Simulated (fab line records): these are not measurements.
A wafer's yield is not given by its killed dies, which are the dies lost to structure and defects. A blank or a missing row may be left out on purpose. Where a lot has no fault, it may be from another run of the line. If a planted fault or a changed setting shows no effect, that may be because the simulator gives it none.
Which tool did it?	flow nand_harc	72 wafers from 24 lots sampled at 6 of the route's 1159 steps

== WHAT THE GAUGES READ, wafer by wafer ==
NHARC_P_ZERO_WELL_CD_MEAS_11: the cd target is 500 nm.
lot	measured	on	cd_nm (nm)
L074	day 1 13:19	cd_sem-03	500.4 499.8 499.9
L075	day 1 19:07	cd_sem-01	498.6 497.7 501.4
L076	day 2 01:15	cd_sem-02	495.9 499.1 499.8
L077	day 2 07:14	cd_sem-03	504.3 498.3 500.4
L078	day 2 13:14	cd_sem-03	498.2 501.3 499.1
L079	day 2 19:14	cd_sem-03	499.4 500.0 498.1
L080	day 3 01:14	cd_sem-03	499.7 502.4 501.0
L081	day 3 07:14	cd_sem-01	503.7 502.5 500.5
L082	day 3 13:14	cd_sem-03	502.4 499.8 501.6
L083	day 3 19:16	cd_sem-01	499.8 500.5 503.4
L084	day 4 01:14	cd_sem-03	499.7 499.7 500.6
L085	day 4 07:14	cd_sem-01	498.5 497.5 498.3
L086	day 4 13:07	cd_sem-03	503.5 501.0 503.6
L087	day 4 19:07	cd_sem-03	500.4 501.7 502.0
L088	day 5 01:16	cd_sem-02	504.5 502.5 501.4
L089	day 5 07:15	cd_sem-02	498.4 499.1 501.2
L090	day 5 13:16	cd_sem-03	497.3 499.8 499.0
L091	day 5 19:14	cd_sem-01	502.8 500.1 498.8
L092	day 6 01:14	cd_sem-01	498.7 499.1 498.8
L093	day 6 07:14	cd_sem-01	500.6 497.3 500.6
L094	day 6 13:15	cd_sem-01	499.3 499.6 498.5
L095	day 6 19:14	cd_sem-01	498.0 499.7 500.1
L096	day 7 01:19	cd_sem-01	499.5 502.1 502.6
L097	day 7 07:11	cd_sem-03	501.0 496.3 498.6

NHARC_P_STI_CD_MEAS_09: the cd target is 200 nm.
lot	measured	on	cd_nm (nm)
L074	day 2 13:37	cd_sem-02	199.9 199.8 201.8
L075	day 2 13:46	cd_sem-03	200.3 199.6 201.9
L076	day 3 00:49	cd_sem-03	195.1 199.7 200.4
L077	day 3 05:42	cd_sem-03	199.4 199.0 199.4
L078	day 3 12:06	cd_sem-03	201.7 200.8 200.1
L079	day 3 20:19	cd_sem-02	201.3 199.5 202.1
L080	day 3 20:29	cd_sem-01	199.5 198.4 200.3
L081	day 4 05:26	cd_sem-01	200.9 199.7 199.5
L082	day 4 10:48	cd_sem-01	201.9 202.6 202.0
L083	day 4 17:31	cd_sem-03	198.1 198.3 199.0
L084	day 5 02:16	cd_sem-02	203.5 200.8 202.2
L085	day 5 02:26	cd_sem-03	198.8 198.3 196.8
L086	day 5 12:16	cd_sem-01	199.5 197.5 199.0
L087	day 5 16:30	cd_sem-03	196.1 198.8 197.9
L088	day 6 00:25	cd_sem-03	199.8 197.6 199.5
L089	day 6 08:28	cd_sem-01	199.4 197.6 199.0
L090	day 6 08:19	cd_sem-03	197.4 200.9 200.9
L091	day 6 16:38	cd_sem-03	200.0 199.6 199.1
L092	day 6 22:46	cd_sem-03	197.1 198.8 199.0
L093	day 7 07:01	cd_sem-01	198.7 199.2 199.1
L094	day 7 11:05	cd_sem-01	198.7 200.2 197.2
L095	day 7 16:58	cd_sem-02	202.1 202.6 199.7
L096	day 7 23:56	cd_sem-03	197.7 200.6 199.3
L097	day 8 04:49	cd_sem-03	197.2 196.6 199.2

NHARC_P_STI_OVL_MEAS_10.
lot	measured	on	overlay_x_nm (nm)	overlay_y_nm (nm)
L074	day 2 13:42	overlay-01	0 0 0	-7 -7 -7
L075	day 2 13:52	overlay-02	-6 -7 -7	2 2 2
L076	day 3 00:54	overlay-02	6 7 6	0 0 0
L077	day 3 05:47	overlay-02	8 8 8	-10 -9 -10
L078	day 3 12:11	overlay-01	3 4 3	-1 -1 -1
L079	day 3 20:24	overlay-01	11 10 10	1 1 1
L080	day 3 20:34	overlay-01	-5 -5 -6	-3 -4 -3
L081	day 4 05:31	overlay-01	-4 -4 -4	1 2 0
L082	day 4 10:53	overlay-02	4 3 4	-1 -1 -1
L083	day 4 17:36	overlay-01	0 -1 0	8 7 8
L084	day 5 02:22	overlay-02	3 4 3	-8 -7 -8
L085	day 5 02:31	overlay-01	-3 -3 -2	5 6 6
L086	day 5 12:20	overlay-02	-1 -2 -1	-9 -9 -9
L087	day 5 16:35	overlay-01	-2 -1 -2	7 6 6
L088	day 6 00:30	overlay-02	4 4 4	2 2 2
L089	day 6 08:34	overlay-01	2 2 2	2 2 2
L090	day 6 08:23	overlay-02	8 8 7	1 1 1
L091	day 6 16:44	overlay-02	4 3 3	-2 -2 -3
L092	day 6 22:51	overlay-01	2 2 3	-1 -1 -1
L093	day 7 07:06	overlay-02	-8 -8 -8	-8 -8 -8
L094	day 7 11:11	overlay-01	-3 -3 -3	2 2 1
L095	day 7 17:03	overlay-01	-3 -2 -2	1 1 1
L096	day 8 00:02	overlay-01	2 3 3	-1 -1 -1
L097	day 8 04:53	overlay-01	-1 -1 -1	-11 -11 -11

NHARC_P_GATE_CD_MEAS_46: the cd target is 720 nm.
lot	measured	on	cd_nm (nm)
L074	day 5 08:31	cd_sem-03	720.6 721.2 721.5
L075	day 5 08:20	cd_sem-02	721.0 718.4 718.6
L076	day 5 19:07	cd_sem-02	721.6 723.9 723.2
L077	day 5 16:51	cd_sem-03	719.9 720.4 720.2
L078	day 6 12:30	cd_sem-01	718.0 717.5 721.6
L079	day 6 13:13	cd_sem-03	721.7 722.1 720.7
L080	day 6 11:38	cd_sem-01	723.1 723.1 720.0
L081	day 6 23:56	cd_sem-02	721.6 722.9 717.9
L082	day 7 04:46	cd_sem-01	720.3 719.6 721.2
L083	day 7 05:25	cd_sem-01	721.5 720.5 720.7
L084	day 7 20:41	cd_sem-01	719.8 719.1 722.1
L085	day 7 21:10	cd_sem-03	718.2 721.1 719.4
L086	day 8 07:49	cd_sem-02	717.8 719.5 719.7
L087	day 8 08:25	cd_sem-02	722.8 722.7 721.7
L088	day 8 08:32	cd_sem-01	721.8 723.0 719.7
L089	day 9 03:04	cd_sem-03	718.7 721.9 720.8
L090	day 9 02:23	cd_sem-01	722.9 719.0 723.1
L091	day 9 11:11	cd_sem-01	722.8 723.4 722.1
L092	day 9 17:39	cd_sem-03	718.1 718.6 721.5
L093	day 10 02:57	cd_sem-01	721.5 723.9 723.4
L094	day 10 06:05	cd_sem-02	720.4 718.8 719.5
L095	day 10 11:55	cd_sem-03	722.2 720.9 720.8
L096	day 10 16:50	cd_sem-01	720.4 718.8 719.2
L097	day 11 03:05	cd_sem-01	720.0 721.9 719.9

== WHICH TOOL RAN EACH LOT (tool, then ch and the chambers of the sampled wafers, then the start) ==
lot	NHARC_P_ZERO_WELL_DESCUM_13	NHARC_P_STI_ETCH_15
L074	rie_diel-13 ch 1,2, day 1 13:28	rie_si-06 ch 0,1,2, day 2 14:10
L075	rie_diel-13 ch 0,2,3, day 1 19:17	rie_si-04 ch 0,1,3, day 2 14:20
L076	rie_diel-02 ch 0,2,3, day 2 01:25	rie_si-06 ch 0,1,3, day 3 01:21
L077	rie_diel-13 ch 0,2, day 2 07:24	rie_si-01 ch 0,2,3, day 3 06:16
L078	rie_diel-13 ch 0,3, day 2 13:23	rie_si-06 ch 0,2,3, day 3 12:38
L079	rie_diel-02 ch 0,2, day 2 19:24	rie_si-01 ch 1,2,3, day 3 21:22
L080	rie_diel-02 ch 1,2,3, day 3 01:24	rie_si-01 ch 2,3, day 3 21:01
L081	rie_diel-02 ch 0,2,3, day 3 07:25	rie_si-06 ch 1,2,3, day 4 05:59
L082	rie_diel-13 ch 1,2, day 3 13:23	rie_si-04 ch 0,1,2, day 4 11:22
L083	rie_diel-13 ch 0,1, day 3 19:26	rie_si-06 ch 0,2, day 4 18:04
L084	rie_diel-13 ch 0,1, day 4 01:24	rie_si-06 ch 0,2,3, day 5 02:52
L085	rie_diel-13 ch 2,3, day 4 07:24	rie_si-01 ch 1,3, day 5 03:17
L086	rie_diel-02 ch 0,3, day 4 13:17	rie_si-04 ch 0,1, day 5 12:47
L087	rie_diel-09 ch 0,2,3, day 4 19:17	rie_si-01 ch 0,1,3, day 5 17:02
L088	rie_diel-13 ch 1,2,3, day 5 01:25	rie_si-04 ch 1,2,3, day 6 00:58
L089	rie_diel-09 ch 1,3, day 5 07:24	rie_si-04 ch 1,3, day 6 09:02
L090	rie_diel-02 ch 0,1, day 5 13:26	rie_si-06 ch 1,2, day 6 08:50
L091	rie_diel-09 ch 1,3, day 5 19:23	rie_si-01 ch 0,3, day 6 17:11
L092	rie_diel-13 ch 0,1,3, day 6 01:24	rie_si-01 ch 0,1, day 6 23:19
L093	rie_diel-02 ch 0,2,3, day 6 07:24	rie_si-06 ch 0,2,3, day 7 07:34
L094	rie_diel-13 ch 1,2, day 6 13:24	rie_si-04 ch 0,1, day 7 11:38
L095	rie_diel-09 ch 0,1,2, day 6 19:23	rie_si-01 ch 1,2,3, day 7 17:31
L096	rie_diel-13 ch 1,2,3, day 7 01:29	rie_si-06 ch 2,3, day 8 00:31
L097	rie_diel-09 ch 0,1, day 7 07:20	rie_si-04 ch 0,2, day 8 05:23
- NHARC_P_ZERO_WELL_DESCUM_13: chemistry O2, time 3 s.
- NHARC_P_STI_ETCH_15: etches the open film in HBr/Cl2, target depth 300 nm, time 100.1 s.

== WHAT THE TOOLS THEMSELVES READ (means of the sampled wafers that have a number; where no wafer has one, the mark that the record gives instead) ==
NHARC_P_ZERO_WELL_DESCUM_13.
lot	tool	drypump_motor_current_A (A)	oes_product_au (a.u.)	rf_vpp_V (V)	showerhead_plenum_p_Torr (Torr)	throttle_valve_pct (%)
L074	rie_diel-13	5.7	0.999	58.6	2.01	11.313
L075	rie_diel-13	5.7	1.007	57.7	1.96	11.316
L076	rie_diel-02	5.3	1.004	57.5	1.91	11.313
L077	rie_diel-13	5.6	1.005	58.6	2.01	11.319
L078	rie_diel-13	5.5	1.010	57.6	1.93	11.303
L079	rie_diel-02	5.2	0.996	57.6	1.89	11.311
L080	rie_diel-02	5.7	0.997	58.1	1.90	11.311
L081	rie_diel-02	5.3	0.999	58.0	1.91	11.319
L082	rie_diel-13	5.5	0.994	57.4	1.96	11.311
L083	rie_diel-13	5.3	1.002	58.4	1.96	11.317
L084	rie_diel-13	5.3	1.011	56.6	1.94	11.309
L085	rie_diel-13	5.9	1.006	57.8	1.89	11.311
L086	rie_diel-02	5.1	1.014	57.4	1.84	11.310
L087	rie_diel-09	5.7	0.995	58.1	1.90	11.313
L088	rie_diel-13	5.7	1.008	57.9	1.93	11.318
L089	rie_diel-09	5.9	0.994	57.7	1.91	11.313
L090	rie_diel-02	5.4	0.998	57.4	1.81	11.308
L091	rie_diel-09	6.1	0.989	57.8	1.96	11.303
L092	rie_diel-13	5.5	1.003	57.4	1.90	11.313
L093	rie_diel-02	5.3	1.002	57.5	1.91	11.316
L094	rie_diel-13	5.7	0.985	58.0	2.01	11.318
L095	rie_diel-09	6.0	0.995	58.3	1.95	11.312
L096	rie_diel-13	5.7	0.992	58.0	1.93	11.312
L097	rie_diel-09	6.4	0.989	58.2	1.89	11.313

NHARC_P_STI_ETCH_15.
lot	tool	drypump_motor_current_A (A)	oes_product_au (a.u.)	throttle_valve_pct (%)
L074	rie_si-06	6.1	1.001	26.401
L075	rie_si-04	5.6	0.992	26.408
L076	rie_si-06	6.2	1.003	26.404
L077	rie_si-01	5.9	0.997	26.409
L078	rie_si-06	5.8	0.986	26.410
L079	rie_si-01	6.0	1.008	26.405
L080	rie_si-01	5.9	0.995	26.399
L081	rie_si-06	6.1	0.996	26.408
L082	rie_si-04	5.7	0.999	26.401
L083	rie_si-06	5.6	0.992	26.402
L084	rie_si-06	5.8	0.982	26.407
L085	rie_si-01	5.9	1.001	26.408
L086	rie_si-04	5.6	0.998	26.409
L087	rie_si-01	5.8	1.001	26.410
L088	rie_si-04	5.7	1.005	26.411
L089	rie_si-04	6.1	0.999	26.395
L090	rie_si-06	5.9	0.986	26.406
L091	rie_si-01	5.7	1.004	26.407
L092	rie_si-01	5.8	0.999	26.400
L093	rie_si-06	5.9	0.992	26.401
L094	rie_si-04	5.6	1.001	26.408
L095	rie_si-01	6.0	1.008	26.400
L096	rie_si-06	5.7	0.989	26.401
L097	rie_si-04	5.3	1.004	26.395

== THE ANSWER, worked out from the rows above alone ==
Rule: the lots themselves supply what counts as usual. Put in order of their means at a reading, lots are off if they are a third of the lots or fewer, leave a main group of 4 or more, and stand apart from it by a gap of 3 or more times the standard deviation of the main group's means; of several such gaps the widest counts. The tables above print the reading to a certain number of digits; a main group whose means all agree to those digits is not used. Also off: a lot with no number at a reading for which 4 or more lots have one. The other lots that the step has rows for count as sound. The gauges are gone through in route order, then the tools' own readings, and for those a lot's mean is taken as printed above. At the first step where some lot is off, the reading lying furthest off is the one used; lots without a number count as furthest.
Across all readings shown, no lot is off: no conclusion can be drawn from this.

== WHAT HAD BEEN PUT IN BY THE SIMULATOR ==
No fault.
